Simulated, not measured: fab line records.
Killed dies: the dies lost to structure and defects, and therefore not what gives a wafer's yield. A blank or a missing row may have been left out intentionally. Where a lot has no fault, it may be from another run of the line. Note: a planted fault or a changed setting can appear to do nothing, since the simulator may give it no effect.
Matching of chambers || flow n5 finfet || N5_BEOL_M15_ETCH_57 on rie diel-06: 4 sister chambers
The step etches SOC in N2/H2, time 750 s. 20 wafers are shown with their chamber, then 10 later ones without.

== EACH WAFER AND ITS CHAMBER ==
{"wafer": "L074.4", "chamber": 0, "drypump motor current A (A)": 5.4, "showerhead plenum p Torr (Torr)": 2.57, "throttle valve pct (%)": 17.68}
{"wafer": "L074.5", "chamber": 1, "drypump motor current A (A)": 5.8, "showerhead plenum p Torr (Torr)": 2.61, "throttle valve pct (%)": 17.91}
{"wafer": "L074.6", "chamber": 2, "drypump motor current A (A)": 6.1, "showerhead plenum p Torr (Torr)": 2.64, "throttle valve pct (%)": 17.96}
{"wafer": "L077.1", "chamber": 0, "drypump motor current A (A)": 5.3, "showerhead plenum p Torr (Torr)": 2.57, "throttle valve pct (%)": 17.67}
{"wafer": "L077.2", "chamber": 2, "drypump motor current A (A)": 6.1, "showerhead plenum p Torr (Torr)": 2.64, "throttle valve pct (%)": 17.97}
{"wafer": "L077.4", "chamber": 1, "drypump motor current A (A)": 5.8, "showerhead plenum p Torr (Torr)": 2.61, "throttle valve pct (%)": 17.94}
{"wafer": "L078.1", "chamber": 0, "drypump motor current A (A)": 5.4, "showerhead plenum p Torr (Torr)": 2.57, "throttle valve pct (%)": 17.68}
{"wafer": "L078.2", "chamber": 1, "drypump motor current A (A)": 5.8, "showerhead plenum p Torr (Torr)": 2.60, "throttle valve pct (%)": 17.97}
{"wafer": "L078.4", "chamber": 2, "drypump motor current A (A)": 6.1, "showerhead plenum p Torr (Torr)": 2.63, "throttle valve pct (%)": 17.97}
{"wafer": "L083.3", "chamber": 2, "drypump motor current A (A)": 6.0, "showerhead plenum p Torr (Torr)": 2.63, "throttle valve pct (%)": 18.01}
{"wafer": "L083.4", "chamber": 1, "drypump motor current A (A)": 5.8, "showerhead plenum p Torr (Torr)": 2.60, "throttle valve pct (%)": 17.46}
{"wafer": "L083.5", "chamber": 0, "drypump motor current A (A)": 5.3, "showerhead plenum p Torr (Torr)": 2.56, "throttle valve pct (%)": 17.71}
{"wafer": "L084.4", "chamber": 1, "drypump motor current A (A)": 5.8, "showerhead plenum p Torr (Torr)": 2.60, "throttle valve pct (%)": 17.45}
{"wafer": "L084.5", "chamber": 0, "drypump motor current A (A)": 5.4, "showerhead plenum p Torr (Torr)": 2.56, "throttle valve pct (%)": 17.71}
{"wafer": "L084.6", "chamber": 1, "drypump motor current A (A)": 5.8, "showerhead plenum p Torr (Torr)": 2.60, "throttle valve pct (%)": 17.45}
{"wafer": "L088.2", "chamber": 2, "drypump motor current A (A)": 6.1, "showerhead plenum p Torr (Torr)": 2.63, "throttle valve pct (%)": 18.01}
{"wafer": "L088.3", "chamber": 0, "drypump motor current A (A)": 5.4, "showerhead plenum p Torr (Torr)": 2.56, "throttle valve pct (%)": 17.70}
{"wafer": "L088.6", "chamber": 2, "drypump motor current A (A)": 6.1, "showerhead plenum p Torr (Torr)": 2.63, "throttle valve pct (%)": 18.02}
{"wafer": "L090.3", "chamber": 3, "drypump motor current A (A)": 5.7, "showerhead plenum p Torr (Torr)": 2.61, "throttle valve pct (%)": 17.63}
{"wafer": "L090.4", "chamber": 0, "drypump motor current A (A)": 5.3, "showerhead plenum p Torr (Torr)": 2.56, "throttle valve pct (%)": 17.72}

SIGNATURES (means of the wafers above)
{"reading": "drypump motor current A", "chamber 0": 5.357, "chamber 1": 5.800, "chamber 2": 6.083, "chamber 3": 5.700, "scatter within a chamber": 0.0399}
{"reading": "showerhead plenum p Torr", "chamber 0": 2.5643, "chamber 1": 2.6033, "chamber 2": 2.6333, "chamber 3": 2.6100, "scatter within a chamber": 0.00523}
{"reading": "throttle valve pct", "chamber 0": 17.6957, "chamber 1": 17.6967, "chamber 2": 17.9900, "chamber 3": 17.6300, "scatter within a chamber": 0.151}
Rule: for a wafer and a chamber, the distance is found by dividing, reading by reading, the gap between the wafer's reading and the chamber's mean by the reading's scatter, squaring, summing and taking the root. The wafer belongs to the nearest chamber; if the next one is less than 2 further off, it can't be placed. The scatter: take each reading less its chamber's mean, square it, sum over the shown wafers, divide by the number of wafers less the number of chambers, and take the root.

== WAFERS WITHOUT THEIR CHAMBER ==
{"wafer": "L090.5", "drypump motor current A (A)": 6.1, "showerhead plenum p Torr (Torr)": 2.62, "throttle valve pct (%)": 18.04}
{"wafer": "L097.1", "drypump motor current A (A)": 5.4, "showerhead plenum p Torr (Torr)": 2.55, "throttle valve pct (%)": 17.75}
{"wafer": "L097.2", "drypump motor current A (A)": 5.8, "showerhead plenum p Torr (Torr)": 2.59, "throttle valve pct (%)": 17.49}
{"wafer": "L097.4", "drypump motor current A (A)": 5.7, "showerhead plenum p Torr (Torr)": 2.60, "throttle valve pct (%)": 17.67}
{"wafer": "L096.1", "drypump motor current A (A)": 6.1, "showerhead plenum p Torr (Torr)": 2.62, "throttle valve pct (%)": 18.04}
{"wafer": "L096.2", "drypump motor current A (A)": 5.7, "showerhead plenum p Torr (Torr)": 2.60, "throttle valve pct (%)": 17.66}
{"wafer": "L096.3", "drypump motor current A (A)": 5.3, "showerhead plenum p Torr (Torr)": 2.55, "throttle valve pct (%)": 17.75}
{"wafer": "L096.4", "drypump motor current A (A)": 5.8, "showerhead plenum p Torr (Torr)": 2.59, "throttle valve pct (%)": 17.46}
{"wafer": "L096.5", "drypump motor current A (A)": 5.7, "showerhead plenum p Torr (Torr)": 2.60, "throttle valve pct (%)": 17.65}
{"wafer": "L096.6", "drypump motor current A (A)": 5.4, "showerhead plenum p Torr (Torr)": 2.55, "throttle valve pct (%)": 17.75}

== WHICH CHAMBER EACH WENT THROUGH ==
{"wafer": "L090.5", "from the rows above": 2, "in truth": 2}
{"wafer": "L097.1", "from the rows above": 0, "in truth": 0}
{"wafer": "L097.2", "from the rows above": "can't be placed: 1 or 3", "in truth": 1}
{"wafer": "L097.4", "from the rows above": "can't be placed: 3 or 1", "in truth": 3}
{"wafer": "L096.1", "from the rows above": 2, "in truth": 2}
{"wafer": "L096.2", "from the rows above": "can't be placed: 3 or 1", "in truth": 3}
{"wafer": "L096.3", "from the rows above": 0, "in truth": 0}
{"wafer": "L096.4", "from the rows above": "can't be placed: 1 or 3", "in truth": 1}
{"wafer": "L096.5", "from the rows above": "can't be placed: 3 or 1", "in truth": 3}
{"wafer": "L096.6", "from the rows above": 0, "in truth": 0}
Correct placement for 5 of the 10. Can't be placed from these rows: 5 (the true chamber is among the candidates in 5). Placed wrongly: 0.
